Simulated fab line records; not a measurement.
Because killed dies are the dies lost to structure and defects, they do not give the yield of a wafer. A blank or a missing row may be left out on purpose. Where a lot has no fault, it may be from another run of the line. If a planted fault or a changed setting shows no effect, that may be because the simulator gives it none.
fab line records	flow n5_finfet
[record] lots = 24	wafers = 72	last_day = 18
route steps=1938 shown PMOS_HMC_CHANNEL_EPI@81 FIN_SAQP@128
lots untouched by any fault: they come from a run of this same line in which no faults occurred
start_h: hours from the record's first day to the start of the lot's first wafer shown	wait_h: time in hours since the lot's previous step	" same as the row above	L1.1+2: a row that stands for several wafers	- no value, or no start was given	* or withheld: withheld	< > ~ a bound
route shown NAME@n: a module of which the file shows steps, and the number in the route of the first	usual: average and standard deviation across the fault-free wafers	same: alike in all rows	chamber/n: place in a boat	sites: readings site by site	_std_site: the values' standard deviation	_edge_site: mean of outer sites minus mean of inner sites	radius_mm: how far each site lies from the wafer's centre	mask NAME#n: copy n	behind: the last tool/chamber to shape the wafer	hold: why the lot was held/for how many hours/how that ended	device: the transistor (n, p or np) that didn't switch	end of line: tests run on the same wafers once the route is complete	a step without rows: its recipe alone	killed: dies that structure and defects cost at the first sort, which is not the same as the wafer's yield	map: a wafer's dies, x killed, . not, _ none there
set.NAME: the setting as run; set.NAME@STEP: as run at that earlier step	model.NAME: the simulator's own value behind a step, which no gauge read
a sample of lots followed through the steps of the route, with each step as a table and each wafer as a row
services: the hour from which a tool's chamber was out of use, counted from the record's first day as start_h (under 0 if before that day), plus the number of hours and why
[[steps]]
[step N5_PMOS_HMC_CHANNEL_EPI_CMP_21]
[recipe] material = SiGe30	post_cmp_clean = alkaline_brush	target_thk_nm = 54
[usual] motor_current_A = 12.4/0.99
lot.wafer	tool	chamber	start_h	wait_h	motor_current_A
L074.4	cmp-02	0	19.52	0.1	12.3
L074.3	"	1	"	"	13.6
L074.6	"	3	"	"	12.7
L075.4	cmp-01	3	25.94	0.0	13.5
L075.2	"	0	"	"	12.4
L075.1	"	2	"	"	12.2
L076.3	cmp-03	1	31.39	0.0	13.1
L076.2	"	0	"	"	13.6
L076.5	"	2	"	"	10.1
L077.1	cmp-02	3	37.42	0.1	12.9
L077.3	"	1	"	"	12.8
L077.5	"	3	"	"	12.3
L078.3	cmp-02	2	43.26	0.1	13.0
L078.1	"	0	"	"	11.9
L078.6	"	2	"	"	12.5
L079.4	cmp-02	3	49.29	0.1	12.5
L079.3	"	1	"	"	12.9
L079.5	"	2	"	"	12.6
L080.1	cmp-01	1	55.35	0.1	10.5
L080.3	"	2	"	"	12.0
L080.5	"	3	"	"	13.2
L081.4	cmp-03	0	61.29	0.1	12.7
L081.2	"	2	"	"	10.9
L081.6	"	0	"	"	12.0
L082.3	cmp-01	3	66.96	0.0	13.0
L082.6	"	3	"	"	12.8
L082.5	"	0	"	"	12.0
L083.4	cmp-01	1	73.03	0.0	10.9
L083.2	"	3	"	"	12.6
L083.6	"	2	"	"	12.4
L084.1	cmp-01	2	80.31	0.0	11.7
L084.4	"	0	"	"	12.3
L084.6	"	3	"	"	12.9
L085.3	cmp-03	1	86.17	0.0	14.4
L085.2	"	0	"	"	12.8
L085.6	"	1	"	"	13.7
L086.2	cmp-01	2	93.73	0.0	11.6
L086.6	"	2	"	"	12.0
L086.5	"	3	"	"	13.3
L087.1	cmp-03	1	97.94	0.1	14.2
L087.2	"	3	"	"	12.3
L087.6	"	1	"	"	14.8
L088.4	cmp-01	1	102.90	0.0	10.8
L088.6	"	1	"	"	11.1
L088.5	"	2	"	"	11.5
L089.4	cmp-03	0	109.60	0.0	13.1
L089.3	"	2	"	"	11.3
L089.5	"	1	"	"	13.8
L090.4	cmp-01	3	116.07	0.0	12.7
L090.3	"	1	"	"	10.9
L090.2	"	2	"	"	11.5
L091.2	cmp-03	3	122.10	0.0	12.3
L091.4	"	0	"	"	12.5
L091.1	"	1	"	"	14.1
L092.3	cmp-01	0	127.37	0.0	12.4
L092.5	"	0	"	"	12.0
L092.6	"	1	"	"	11.1
L093.1	cmp-03	0	133.30	0.0	12.9
L093.3	"	1	"	"	13.3
L093.4	"	3	"	"	12.7
L094.1	cmp-02	1	139.27	0.0	12.9
L094.4	"	2	"	"	12.7
L094.3	"	0	"	"	11.8
L095.4	cmp-03	1	147.12	0.0	14.2
L095.2	"	3	"	"	12.3
L095.3	"	0	"	"	13.5
L096.3	cmp-01	1	152.07	0.0	10.9
L096.4	"	3	"	"	13.3
L096.2	"	0	"	"	12.2
L097.4	cmp-02	1	157.30	0.1	12.7
L097.2	"	2	"	"	12.9
L097.5	"	3	"	"	12.6
[step N5_FIN_SAQP_CD_MEAS_27]
[recipe] target_cd_nm = 20	landing_energy_ev = 1000	detector = se_inlens	polarity = line
[usual] cd_nm = 20.33/0.21
lot.wafer	tool	chamber	start_h	wait_h	cd_nm
L074.3	cd_sem-02	0	24.90	0.1	20.29
L074.4	"	0	"	"	20.67
L074.6	"	0	"	"	20.35
L075.1	cd_sem-01	0	30.91	0.1	20.44
L075.2	"	0	"	"	20.40
L075.4	"	0	"	"	20.27
L076.2	cd_sem-01	0	36.04	0.1	20.10
L076.3	"	0	"	"	20.23
L076.5	"	0	"	"	20.25
L077.1	cd_sem-01	0	41.79	0.1	20.66
L077.3	"	0	"	"	20.74
L077.5	"	0	"	"	20.17
L078.1	cd_sem-01	0	47.81	0.1	20.30
L078.3	"	0	"	"	20.29
L078.6	"	0	"	"	20.56
L079.3	cd_sem-02	0	54.08	0.1	20.39
L079.4	"	0	"	"	20.10
L079.5	"	0	"	"	20.22
L080.1	cd_sem-02	0	59.80	0.1	20.29
L080.3	"	0	"	"	20.55
L080.5	"	0	"	"	20.44
L081.2	cd_sem-03	0	65.50	0.1	20.46
L081.4	"	0	"	"	20.53
L081.6	"	0	"	"	20.35
L082.3	cd_sem-01	0	73.00	0.1	19.94
L082.5	"	0	"	"	20.03
L082.6	"	0	"	"	20.45
L083.2	cd_sem-02	0	81.67	0.1	20.27
L083.4	"	0	"	"	19.88
L083.6	"	0	"	"	20.33
L084.1	cd_sem-02	0	85.58	0.1	20.22
L084.4	"	0	"	"	20.06
L084.6	"	0	"	"	20.24
L085.2	cd_sem-03	0	92.65	0.1	20.66
L085.3	"	0	"	"	20.41
L085.6	"	0	"	"	20.42
L086.2	cd_sem-03	0	98.42	0.1	20.45
L086.5	"	0	"	"	20.59
L086.6	"	0	"	"	20.28
L087.1	cd_sem-03	0	104.62	0.1	20.35
L087.2	"	0	"	"	20.29
L087.6	"	0	"	"	20.11
L088.4	cd_sem-03	0	110.23	0.1	20.05
L088.5	"	0	"	"	20.26
L088.6	"	0	"	"	20.58
L089.3	cd_sem-03	0	113.85	0.1	20.09
L089.4	"	0	"	"	20.07
L089.5	"	0	"	"	20.38
L090.2	cd_sem-01	0	120.43	0.1	20.41
L090.3	"	0	"	"	20.47
L090.4	"	0	"	"	20.15
L091.1	cd_sem-02	0	127.96	0.1	20.49
L091.2	"	0	"	"	20.43
L091.4	"	0	"	"	20.22
L092.3	cd_sem-01	0	131.65	0.1	20.60
L092.5	"	0	"	"	20.23
L092.6	"	0	"	"	20.45
L093.1	cd_sem-02	0	137.67	0.1	20.44
L093.3	"	0	"	"	20.50
L093.4	"	0	"	"	20.51
L094.1	cd_sem-03	0	144.61	0.1	20.69
L094.3	"	0	"	"	19.99
L094.4	"	0	"	"	20.46
L095.2	cd_sem-01	0	151.51	0.1	20.19
L095.3	"	0	"	"	20.28
L095.4	"	0	"	"	20.31
L096.2	cd_sem-01	0	157.36	0.1	20.17
L096.3	"	0	"	"	20.53
L096.4	"	0	"	"	20.53
L097.2	cd_sem-01	0	161.78	0.1	20.34
L097.4	"	0	"	"	20.30
L097.5	"	0	"	"	20.70
[step N5_FIN_SAQP_ETCH_65]
[recipe] chemistry = CF4	target = SiO2	target_depth_a = 40	ion_energy_ev = 350	time_s = 4.4	pressure_mtorr = 10	icp_w = 800	bias_w = 400	cf4_flow_sccm = 80
[usual] drypump_motor_current_A = 5.7/0.35	oes_product_au = 1.009/0.021	throttle_valve_pct = 21.76/0.24
lot.wafer	tool	chamber	start_h	wait_h	drypump_motor_current_A	oes_product_au	rf_hours_counter_h	throttle_valve_pct
L074.3	rie_si-04	0	25.16	0.1	5.9	0.989	112	21.73
L074.4	"	2	"	"	5.5	1.041	160	21.77
L074.6	"	1	"	"	5.5	0.981	-	21.95
L075.1	rie_si-06	1	31.12	0.1	5.7	0.973	30	21.49
L075.2	"	2	"	"	5.9	0.978	88	22.16
L075.4	"	0	"	"	5.8	1.018	12	21.61
L076.2	rie_si-03	1	36.39	0.1	6.3	1.004	126	21.62
L076.3	"	2	"	"	5.0	1.013	94	21.86
L076.5	"	3	"	"	5.1	1.012	-	22.18
L077.1	rie_si-03	2	41.96	0.1	5.0	1.014	94	21.84
L077.3	"	3	"	"	5.1	1.010	177	22.20
L077.5	"	3	"	"	5.1	1.011	-	22.20
L078.1	rie_si-03	3	47.97	0.1	5.1	1.021	177	22.19
L078.3	"	2	"	"	5.0	1.013	94	21.84
L078.6	"	1	"	"	6.2	1.005	-	21.62
L079.3	rie_si-04	1	54.23	0.1	5.5	0.994	62	21.96
L079.4	"	3	"	"	6.0	1.041	9	21.36
L079.5	"	2	"	"	5.5	1.031	-	21.80
L080.1	rie_si-06	2	59.96	0.1	5.9	0.990	89	22.15
L080.3	"	3	"	"	6.1	1.018	143	21.59
L080.5	"	2	"	"	5.9	0.995	-	22.15
L081.2	rie_si-03	2	65.65	0.1	5.0	1.022	95	21.85
L081.4	"	1	"	"	6.3	1.016	126	21.63
L081.6	"	0	"	"	5.7	1.022	-	21.59
L082.3	rie_si-04	2	73.25	0.1	5.5	1.043	161	21.77
L082.5	"	1	"	"	5.5	0.991	-	21.96
L082.6	"	0	"	"	5.9	0.984	-	21.76
L083.2	rie_si-03	2	81.88	0.1	5.0	1.019	95	21.84
L083.4	"	0	"	"	5.7	1.025	108	21.60
L083.6	"	1	"	"	6.3	1.013	-	21.63
L084.1	rie_si-06	0	85.96	0.1	5.8	1.000	13	21.59
L084.4	"	1	"	"	5.8	0.973	31	21.50
L084.6	"	2	"	"	5.9	0.991	-	22.16
L085.2	rie_si-04	1	93.07	0.1	5.5	0.981	62	21.98
L085.3	"	2	"	"	5.4	1.038	161	21.78
L085.6	"	0	"	"	5.9	0.998	-	21.75
L086.2	rie_si-04	3	98.58	0.1	6.0	1.044	10	21.36
L086.5	"	0	"	"	5.9	1.008	-	21.76
L086.6	"	1	"	"	5.5	0.990	-	21.95
L087.1	rie_si-04	2	104.78	0.1	5.5	1.031	161	21.79
L087.2	"	0	"	"	5.9	0.988	114	21.74
L087.6	"	2	"	"	5.5	1.029	-	21.77
L088.4	rie_si-04	2	110.37	0.0	5.5	1.036	161	21.79
L088.5	"	2	"	"	5.5	1.029	-	21.78
L088.6	"	3	"	"	6.0	1.031	-	21.35
L089.3	rie_si-04	1	114.00	0.1	5.5	0.984	63	21.97
L089.4	"	3	"	"	6.0	1.039	10	21.38
L089.5	"	3	"	"	6.0	1.042	-	21.35
L090.2	rie_si-06	0	120.58	0.1	5.8	1.015	14	21.61
L090.3	"	3	"	"	6.2	1.026	144	21.58
L090.4	"	1	"	"	5.7	0.976	32	21.49
L091.1	rie_si-04	1	128.12	0.1	5.5	0.973	63	21.96
L091.2	"	2	"	"	5.5	1.035	162	21.78
L091.4	"	0	"	"	5.9	0.997	114	21.74
L092.3	rie_si-04	1	131.80	0.1	5.5	0.990	63	21.98
L092.5	"	1	"	"	5.5	0.980	-	21.96
L092.6	"	2	"	"	5.4	1.038	-	21.78
L093.1	rie_si-04	3	137.93	0.1	6.0	1.036	10	21.36
L093.3	"	0	"	"	5.9	1.003	114	21.75
L093.4	"	2	"	"	5.4	1.039	162	21.78
L094.1	rie_si-03	0	144.77	0.1	5.7	1.024	109	21.60
L094.3	"	2	"	"	5.0	1.019	96	21.85
L094.4	"	3	"	"	5.1	1.004	178	22.18
L095.2	rie_si-04	3	151.67	0.1	6.0	1.033	10	21.35
L095.3	"	0	"	"	5.9	0.994	114	21.75
L095.4	"	0	"	"	5.9	0.999	-	21.75
L096.2	rie_si-03	3	157.52	0.1	5.1	1.006	179	22.19
L096.3	"	2	"	"	5.0	1.011	96	21.85
L096.4	"	1	"	"	6.3	0.995	128	21.62
L097.2	rie_si-06	3	161.93	0.1	6.1	1.020	145	21.58
L097.4	"	1	"	"	5.7	0.977	33	21.50
L097.5	"	1	"	"	5.7	0.975	-	21.48
[step N5_FIN_SAQP_ETCH_67]
[recipe] chemistry = CH3F/O2	target = SiNx	target_depth_a = 300	mask_material = SOC	pressure_mtorr = 30	source_w = 395	bias_w = 73	Ar_flow_sccm = 150	CH3F_flow_sccm = 30	O2_flow_sccm = 20	ion_energy_ev = 120
[usual] drypump_motor_current_A = 5.8/0.51	oes_ar_750_au = 0.80/0.092	oes_product_au = 0.79/0.096	rf_vpp_V = 297.3/2.7	showerhead_plenum_p_Torr = 1.99/0.065	throttle_valve_pct = 16.35/0.21
lot.wafer	tool	chamber	start_h	wait_h	drypump_motor_current_A	oes_ar_750_au	oes_product_au	rf_hours_counter_h	rf_vpp_V	showerhead_plenum_p_Torr	throttle_valve_pct
L074.3	rie_diel-04	3	25.79	0.0	5.8	0.70	0.69	233	296.8	2.05	16.52
L074.4	"	1	"	"	5.3	0.91	0.90	19	301.6	2.13	16.29
L074.6	"	1	"	"	5.3	0.90	0.90	-	300.8	2.13	16.28
L075.1	rie_diel-05	3	31.76	0.0	6.6	0.81	0.80	105	297.8	2.03	16.38
L075.2	"	0	"	"	6.1	0.71	0.69	230	291.5	1.97	16.72
L075.4	"	1	"	"	5.9	0.98	0.98	3	297.4	1.96	16.20
L076.2	rie_diel-05	3	37.60	0.0	6.7	0.81	0.80	107	300.5	2.02	16.38
L076.3	"	2	"	"	5.1	0.69	0.69	224	300.1	1.97	16.39
L076.5	"	2	"	"	5.1	0.69	0.69	-	299.8	1.97	16.38
L077.1	rie_diel-05	0	42.65	0.0	6.1	0.70	0.69	234	292.2	1.97	16.74
L077.3	"	3	"	"	6.7	0.80	0.79	109	298.1	2.02	16.38
L077.5	"	2	"	"	5.1	0.69	0.69	-	300.5	1.97	16.39
L078.1	rie_diel-04	1	48.59	0.0	5.3	0.88	0.90	28	300.4	2.13	16.30
L078.3	"	3	"	"	5.9	0.70	0.69	240	297.2	2.05	16.55
L078.6	"	0	"	"	6.7	0.74	0.74	-	294.6	1.91	16.18
L079.3	rie_diel-05	3	55.06	0.0	6.6	0.80	0.79	113	299.4	2.02	16.40
L079.4	"	1	"	"	5.9	0.94	0.96	12	297.4	1.96	16.21
L079.5	"	3	"	"	6.6	0.79	0.79	-	299.7	2.02	16.39
L080.1	rie_diel-05	3	60.58	0.0	6.7	0.80	0.79	115	300.2	2.02	16.39
L080.3	"	2	"	"	5.1	0.69	0.68	233	299.1	1.97	16.42
L080.5	"	2	"	"	5.1	0.69	0.68	-	300.2	1.97	16.42
L081.2	rie_diel-05	0	66.27	0.0	6.0	0.71	0.69	242	290.5	1.97	16.73
L081.4	"	3	"	"	6.7	0.79	0.79	117	299.4	2.02	16.40
L081.6	"	1	"	"	5.9	0.94	0.95	-	296.4	1.96	16.23
L082.3	rie_diel-05	1	73.99	0.0	5.9	0.93	0.92	18	297.3	1.96	16.22
L082.5	"	0	"	"	6.0	0.70	0.68	-	291.9	1.97	16.76
L082.6	"	1	"	"	5.9	0.92	0.94	-	297.8	1.96	16.21
L083.2	rie_diel-04	0	82.54	0.0	6.7	0.74	0.74	189	295.3	1.90	16.19
L083.4	"	3	"	"	5.8	0.69	0.68	-	297.9	2.05	16.60
L083.6	"	0	"	"	6.6	0.74	0.73	-	295.6	1.90	16.20
L084.1	rie_diel-06	3	86.90	0.0	5.5	0.93	0.93	7	295.7	1.97	15.85
L084.4	"	0	"	"	5.4	0.88	0.87	51	301.8	2.13	16.37
L084.6	"	0	"	"	5.4	0.87	0.88	-	300.3	2.13	16.38
L085.2	rie_diel-06	3	93.72	0.0	5.4	0.92	0.92	10	294.1	1.97	15.87
L085.3	"	1	"	"	6.0	0.76	0.75	165	296.3	1.91	16.27
L085.6	"	2	"	"	5.8	0.71	0.71	-	295.9	1.97	16.50
L086.2	rie_diel-04	2	99.72	0.0	5.5	0.75	0.75	146	298.5	2.01	16.61
L086.5	"	1	"	"	5.3	0.86	0.87	-	301.1	2.12	16.32
L086.6	"	0	"	"	6.7	0.73	0.72	-	295.8	1.90	16.19
L087.1	rie_diel-06	3	105.57	0.0	5.5	0.91	0.92	13	294.5	1.97	15.87
L087.2	"	1	"	"	6.0	0.75	0.75	169	296.7	1.91	16.27
L087.6	"	1	"	"	6.0	0.75	0.74	-	296.0	1.91	16.28
L088.4	rie_diel-05	1	111.12	0.0	5.9	0.92	0.93	21	297.1	1.96	16.24
L088.5	"	3	"	"	6.7	0.79	0.78	-	299.2	2.02	16.40
L088.6	"	2	"	"	5.1	0.68	0.68	-	299.7	1.97	16.43
L089.3	rie_diel-06	2	114.75	0.0	5.8	0.70	0.69	242	294.7	1.97	16.51
L089.4	"	3	"	"	5.4	0.90	0.90	17	295.1	1.97	15.88
L089.5	"	0	"	"	5.3	0.86	0.86	-	301.7	2.13	16.40
L090.2	rie_diel-04	0	121.20	0.0	6.6	0.72	0.73	207	295.6	1.90	16.22
L090.3	"	1	"	"	5.3	0.86	0.86	49	301.6	2.12	16.34
L090.4	"	2	"	"	5.5	0.74	0.74	153	296.6	2.01	16.63
L091.1	rie_diel-04	3	128.74	0.0	5.8	0.93	0.93	8	297.0	2.04	16.13
L091.2	"	1	"	"	5.3	0.85	0.84	51	302.4	2.12	16.36
L091.4	"	2	"	"	5.5	0.73	0.74	-	297.0	2.01	16.63
L092.3	rie_diel-06	0	132.50	0.0	5.3	0.86	0.86	65	300.4	2.12	16.40
L092.5	"	1	"	"	6.0	0.74	0.74	-	296.2	1.91	16.30
L092.6	"	2	"	"	5.8	0.70	0.69	-	294.0	1.97	16.53
L093.1	rie_diel-04	2	138.57	0.0	5.5	0.74	0.73	158	297.1	2.01	16.65
L093.3	"	0	"	"	6.7	0.72	0.72	209	294.7	1.90	16.23
L093.4	"	0	"	"	6.7	0.72	0.72	-	295.8	1.90	16.22
L094.1	rie_diel-06	0	145.39	0.0	5.3	0.85	0.84	71	302.2	2.12	16.44
L094.3	"	1	"	"	6.0	0.74	0.73	185	296.1	1.91	16.31
L094.4	"	0	"	"	5.3	0.85	0.85	-	299.7	2.12	16.44
L095.2	rie_diel-05	3	152.29	0.0	6.7	0.77	0.76	140	302.3	2.01	16.44
L095.3	"	0	"	"	6.0	0.93	0.93	10	290.5	1.96	16.34
L095.4	"	1	"	"	5.9	0.88	0.90	39	297.0	1.95	16.28
L096.2	rie_diel-05	2	158.14	0.0	5.1	0.96	0.97	2	299.8	1.96	15.97
L096.3	"	3	"	"	6.7	0.78	0.75	142	299.1	2.01	16.45
L096.4	"	1	"	"	5.9	0.89	0.90	41	295.8	1.95	16.28
L097.2	rie_diel-04	0	162.55	0.0	6.7	0.72	0.72	219	295.1	1.89	16.25
L097.4	"	1	"	"	5.3	0.82	0.83	65	300.1	2.11	16.36
L097.5	"	0	"	"	6.7	0.71	0.71	-	293.9	1.89	16.24
[step N5_FIN_SAQP_CD_MEAS_31]
[recipe] target_cd_nm = 8	landing_energy_ev = 1000	detector = se_inlens	polarity = line
[usual] cd_nm = 8.04/0.22
lot.wafer	tool	chamber	start_h	wait_h	cd_nm
L074.3	cd_sem-02	0	27.45	0.1	7.84
L074.4	"	0	"	"	8.44
L074.6	"	0	"	"	7.96
L075.1	cd_sem-01	0	32.52	0.1	8.02
L075.2	"	0	"	"	8.15
L075.4	"	0	"	"	8.03
L076.2	cd_sem-02	0	38.53	0.1	7.77
L076.3	"	0	"	"	8.07
L076.5	"	0	"	"	8.59
L077.1	cd_sem-01	0	44.02	0.1	7.93
L077.3	"	0	"	"	7.90
L077.5	"	0	"	"	7.99
L078.1	cd_sem-02	0	49.39	0.1	8.17
L078.3	"	0	"	"	8.10
L078.6	"	0	"	"	8.43
L079.3	cd_sem-02	0	56.31	0.1	7.84
L079.4	"	0	"	"	8.12
L079.5	"	0	"	"	8.02
L080.1	cd_sem-02	0	61.35	0.1	8.08
L080.3	"	0	"	"	8.39
L080.5	"	0	"	"	8.08
L081.2	cd_sem-03	0	67.04	0.1	7.82
L081.4	"	0	"	"	7.99
L081.6	"	0	"	"	7.69
L082.3	cd_sem-03	0	76.64	0.1	8.30
L082.5	"	0	"	"	8.21
L082.6	"	0	"	"	8.12
L083.2	cd_sem-01	0	84.36	0.1	8.26
L083.4	"	0	"	"	8.27
L083.6	"	0	"	"	7.94
L084.1	cd_sem-01	0	88.43	0.1	8.12
L084.4	"	0	"	"	7.91
L084.6	"	0	"	"	8.15
L085.2	cd_sem-03	0	94.49	0.1	8.00
L085.3	"	0	"	"	7.79
L085.6	"	0	"	"	7.70
L086.2	cd_sem-02	0	101.04	0.1	7.88
L086.5	"	0	"	"	8.09
L086.6	"	0	"	"	8.09
L087.1	cd_sem-02	0	107.04	0.1	8.32
L087.2	"	0	"	"	7.65
L087.6	"	0	"	"	8.19
L088.4	cd_sem-01	0	111.89	0.1	8.31
L088.5	"	0	"	"	8.09
L088.6	"	0	"	"	8.10
L089.3	cd_sem-01	0	115.52	0.1	8.18
L089.4	"	0	"	"	8.20
L089.5	"	0	"	"	8.17
L090.2	cd_sem-03	0	122.00	0.1	8.35
L090.3	"	0	"	"	8.10
L090.4	"	0	"	"	8.24
L091.1	cd_sem-01	0	129.68	0.1	8.10
L091.2	"	0	"	"	7.96
L091.4	"	0	"	"	7.67
L092.3	cd_sem-01	0	134.05	0.1	8.27
L092.5	"	0	"	"	7.93
L092.6	"	0	"	"	7.79
L093.1	cd_sem-02	0	139.44	0.1	8.20
L093.3	"	0	"	"	7.87
L093.4	"	0	"	"	8.38
L094.1	cd_sem-02	0	146.16	0.1	8.11
L094.3	"	0	"	"	8.32
L094.4	"	0	"	"	8.12
L095.2	cd_sem-01	0	153.76	0.1	7.91
L095.3	"	0	"	"	7.69
L095.4	"	0	"	"	8.39
L096.2	cd_sem-02	0	158.95	0.1	7.67
L096.3	"	0	"	"	8.29
L096.4	"	0	"	"	8.18
L097.2	cd_sem-03	0	163.36	0.1	7.86
L097.4	"	0	"	"	7.68
L097.5	"	0	"	"	8.01
[step N5_FIN_SAQP_ETCH_64]
[recipe] chemistry = CF4	target = SiO2	target_depth_a = 15	ion_energy_ev = 350	pressure_mtorr = 10	icp_w = 800	bias_w = 400	cf4_flow_sccm = 80
[usual] drypump_motor_current_A = 5.7/0.38	oes_product_au = 1.009/0.019	throttle_valve_pct = 21.76/0.25
lot.wafer	tool	chamber	start_h	wait_h	drypump_motor_current_A	oes_product_au	rf_hours_counter_h	throttle_valve_pct
L074.3	rie_si-03	2	27.76	0.0	5.0	1.013	94	21.84
L074.4	"	3	"	"	5.1	1.022	176	22.19
L074.6	"	0	"	"	5.8	1.019	-	21.60
L075.1	rie_si-06	0	32.84	0.0	5.8	1.028	12	21.62
L075.2	"	1	"	"	5.7	0.985	30	21.49
L075.4	"	3	"	"	6.1	1.020	143	21.58
L076.2	rie_si-04	1	38.85	0.0	5.5	0.990	61	21.96
L076.3	"	2	"	"	5.4	1.040	160	21.78
L076.5	"	0	"	"	5.9	0.990	-	21.75
L077.1	rie_si-04	1	44.39	0.0	5.5	0.984	61	21.98
L077.3	"	2	"	"	5.5	1.031	160	21.77
L077.5	"	0	"	"	5.9	0.995	-	21.74
L078.1	rie_si-06	2	49.71	0.0	5.9	1.003	88	22.16
L078.3	"	0	"	"	5.8	1.024	13	21.61
L078.6	"	3	"	"	6.1	1.030	-	21.57
L079.3	rie_si-03	2	56.71	0.0	5.0	1.007	95	21.85
L079.4	"	3	"	"	5.1	1.002	177	22.18
L079.5	"	1	"	"	6.3	0.999	-	21.62
L080.1	rie_si-04	0	61.66	0.0	5.9	0.988	113	21.74
L080.3	"	1	"	"	5.5	0.987	62	21.97
L080.5	"	1	"	"	5.5	0.976	-	21.96
L081.2	rie_si-03	1	67.35	0.0	6.3	0.998	127	21.62
L081.4	"	3	"	"	5.1	1.010	177	22.18
L081.6	"	0	"	"	5.7	1.025	-	21.58
L082.3	rie_si-03	2	77.05	0.0	5.0	1.014	95	21.84
L082.5	"	2	"	"	5.0	1.018	-	21.84
L082.6	"	3	"	"	5.1	1.008	-	22.20
L083.2	rie_si-04	2	85.20	0.0	5.4	1.053	161	21.78
L083.4	"	3	"	"	6.0	1.036	9	21.36
L083.6	"	2	"	"	5.4	1.039	-	21.78
L084.1	rie_si-03	1	88.76	0.0	6.3	1.008	127	21.61
L084.4	"	3	"	"	5.1	1.010	177	22.18
L084.6	"	2	"	"	5.0	1.016	-	21.85
L085.2	rie_si-04	0	94.81	0.0	5.9	0.996	113	21.75
L085.3	"	2	"	"	5.4	1.030	161	21.77
L085.6	"	1	"	"	5.5	0.983	-	21.98
L086.2	rie_si-06	0	101.35	0.0	5.8	1.024	14	21.61
L086.5	"	0	"	"	5.7	1.015	-	21.61
L086.6	"	1	"	"	5.7	0.984	-	21.51
L087.1	rie_si-03	2	107.35	0.0	5.0	0.995	96	21.83
L087.2	"	3	"	"	5.1	0.997	178	22.19
L087.6	"	1	"	"	6.2	1.002	-	21.61
L088.4	rie_si-04	2	112.20	0.0	5.5	1.033	162	21.79
L088.5	"	1	"	"	5.5	0.986	-	21.97
L088.6	"	0	"	"	5.9	0.992	-	21.73
L089.3	rie_si-06	3	115.83	0.0	6.1	1.014	144	21.57
L089.4	"	0	"	"	5.8	1.021	14	21.61
L089.5	"	3	"	"	6.1	1.017	-	21.57
L090.2	rie_si-03	0	122.31	0.0	5.7	1.016	109	21.58
L090.3	"	2	"	"	5.0	1.015	96	21.86
L090.4	"	3	"	"	5.1	1.010	178	22.16
L091.1	rie_si-04	0	130.10	0.0	5.9	1.002	114	21.74
L091.2	"	1	"	"	5.5	0.991	63	21.96
L091.4	"	2	"	"	5.5	1.039	162	21.79
L092.3	rie_si-04	1	134.35	0.0	5.5	0.988	63	21.97
L092.5	"	0	"	"	5.9	1.003	-	21.75
L092.6	"	3	"	"	6.0	1.033	-	21.35
L093.1	rie_si-04	0	139.91	0.0	5.9	1.005	114	21.76
L093.3	"	1	"	"	5.5	0.995	63	21.96
L093.4	"	2	"	"	5.5	1.031	162	21.78
L094.1	rie_si-03	2	146.48	0.0	5.0	1.020	96	21.83
L094.3	"	3	"	"	5.1	1.008	179	22.19
L094.4	"	1	"	"	6.3	0.999	128	21.63
L095.2	rie_si-03	2	154.07	0.0	5.0	1.010	96	21.84
L095.3	"	3	"	"	5.1	1.014	179	22.19
L095.4	"	0	"	"	5.7	1.026	109	21.58
L096.2	rie_si-06	0	159.34	0.0	5.8	1.026	15	21.61
L096.3	"	1	"	"	5.7	0.981	33	21.48
L096.4	"	2	"	"	5.9	0.996	90	22.15
L097.2	rie_si-06	3	163.71	0.0	6.2	1.020	145	21.56
L097.4	"	1	"	"	5.7	0.984	33	21.50
L097.5	"	2	"	"	5.9	0.988	-	22.14
[[services]]
tool	chamber	start_h	hours	kind
rie_diel-04	-	1.90	0.4	repair
rie_si-04	-	9.62	2.8	pm
rie_diel-04	1	13.69	3.5	repair
rie_diel-05	2	17.41	5.0	repair
cmp-02	-	22.90	6.2	repair
cmp-03	-	25.84	2.0	repair
cmp-01	-	30.24	3.1	repair
cmp-01	-	37.48	1.5	repair
rie_si-03	2	44.28	3.4	repair
cmp-01	-	57.30	4.0	pm
rie_diel-04	-	61.93	2.8	pm
cmp-03	-	65.31	1.0	repair
cmp-02	-	65.70	0.4	repair
rie_diel-05	-	74.63	28.1	pm
rie_diel-04	1	78.33	10.2	repair
cmp-02	-	86.62	2.0	repair
rie_si-06	-	99.55	0.6	repair
rie_diel-06	0	103.79	6.8	repair
cmp-02	-	114.27	4.0	pm
cmp-03	-	117.32	4.7	pm
rie_diel-04	0	122.85	9.1	repair
rie_diel-04	3	134.61	8.3	repair
cmp-01	-	136.68	6.1	pm
rie_si-04	2	150.20	4.2	repair
[[key]]
fault none
